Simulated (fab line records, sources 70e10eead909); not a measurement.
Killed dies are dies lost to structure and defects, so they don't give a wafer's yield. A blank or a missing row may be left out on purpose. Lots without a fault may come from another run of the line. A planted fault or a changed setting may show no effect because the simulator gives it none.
A struck lot beside a sound one | flow nand_harc | 14 steps out of a route of 1302
Sound: wafers L522.2, L522.3, L522.6. Struck: wafers L528.1, L528.2, L528.4. The cause comes at the end.
At each step with rows: each side's tool, then ch and its chambers, then its first start. Under that, the readings that differ: sound wafers | struck wafers | difference of the means | sigmas: that difference in standard deviations of wafers without a fault.
alike: readings whose means differ by less than 2 such deviations, and words and numbers that are the same on both sides. not compared: withheld readings, readings that some wafer has no value for, bounds like >300 that may hide the same value, and numbers for which the record gives no deviation and whose values overlap.
The two part at a step that has a row with sigmas, a row that says differs or no value, or rows on one side only. Numbers that don't overlap but have no deviation are shown without sigmas and don't part them. A reading that every wafer of one side lacks parts them only if that side has two wafers or more.

first, 4 steps without rows for these wafers: NHARC_P_M1_EBR_05; NHARC_P_M1_EXPOSE_06 (exposes mask P M1, target cd 130 nm); NHARC_P_M1_PEB_07 (peb time 65 s); NHARC_P_M1_DEVELOP_08 (develop time 35 s).
NHARC_P_M1_CD_MEAS_09: target cd 130 nm.
  sound on cd_sem-01 ch 0, day 8 06:04; struck on cd_sem-01 ch 0, day 10 19:17
  alike: cd_nm
NHARC_P_M1_OVL_MEAS_10: pitch 260 nm.
  sound on overlay-02, day 8 06:09; struck on overlay-02, day 10 19:22
  alike: overlay_x_nm, overlay_y_nm
NHARC_P_M1_INSPECT_11:
  sound on defect_inspect-01, day 8 06:11; struck on defect_inspect-01, day 10 19:24
  alike: raw_defect_count
NHARC_P_M1_DESCUM_14: chemistry O2, time 3 s.
  sound on rie_diel-09 ch 0,3, day 8 06:15; struck on rie_diel-12 ch 1,2,3, day 10 19:28
  reading               | sound             | struck            | difference | sigmas
  oes_product_au (a.u.) | 1.020 1.001 1.022 | 1.001 0.998 0.998 | -0.015     | -2
  alike: drypump_motor_current_A, rf_vpp_V, showerhead_plenum_p_Torr, throttle_valve_pct
  not compared: rf_hours_counter_h
NHARC_P_M1_ETCH_35: etches the open film in N2/H2, target depth 40 nm, overetch 12 nm, time 43.94 s.
  sound on rie_diel-09 ch 0,2,3, day 8 06:20; struck on rie_diel-12 ch 1,2,3, day 10 19:34
  alike: drypump_motor_current_A, oes_product_au, rf_fwd_power_W, rf_vpp_V, showerhead_plenum_p_Torr, throttle_valve_pct
  not compared: rf_hours_counter_h
NHARC_P_M1_ETCH_15: etches the open film in C4F8/Ar, target depth 182.5 nm, time 91.2 s.
  sound on rie_diel-09 ch 0,1; struck on rie_diel-12 ch 1,2
  alike: oes_product_au, rf_fwd_power_W, rf_vpp_V
  not compared: rf_hours_counter_h
NHARC_P_M1_CD_MEAS_16:
  sound on cd_sem-01, day 8 06:33; struck on cd_sem-01, day 10 19:49
  alike: cd_nm
NHARC_P_M1_STRIP_18: strips in N2/H2.
  sound on rie_diel-09 ch 0,2,3, day 8 06:38; struck on rie_diel-09 ch 0,1,2, day 10 19:53
  alike: drypump_motor_current_A, oes_product_au, rf_fwd_power_W, rf_vpp_V, showerhead_plenum_p_Torr, throttle_valve_pct
  not compared: rf_hours_counter_h
NHARC_P_M1_ETCH_28: etches the open film in CF4/N2, target depth 30 nm, time 72.99 s.
  sound on rie_diel-09 ch 0,1,3, day 8 06:52; struck on rie_diel-09 ch 1,2,3, day 10 20:08
  reading               | sound             | struck            | difference | sigmas
  oes_product_au (a.u.) | 0.992 1.005 1.004 | 0.819 0.814 0.812 | -0.185     | -22
  alike: cf4_flow_sccm, drypump_motor_current_A, rf_fwd_power_W, rf_vpp_V, showerhead_plenum_p_Torr, throttle_valve_pct
  not compared: rf_hours_counter_h
then, 1 step without rows for these wafers: NHARC_P_M1_STRIP_19 (strips in post etch residue remover, time 600 s).

WHERE THEY PART
First at NHARC_P_M1_DESCUM_14; last, within this record, at NHARC_P_M1_ETCH_28.

WHY: what the simulator had put in
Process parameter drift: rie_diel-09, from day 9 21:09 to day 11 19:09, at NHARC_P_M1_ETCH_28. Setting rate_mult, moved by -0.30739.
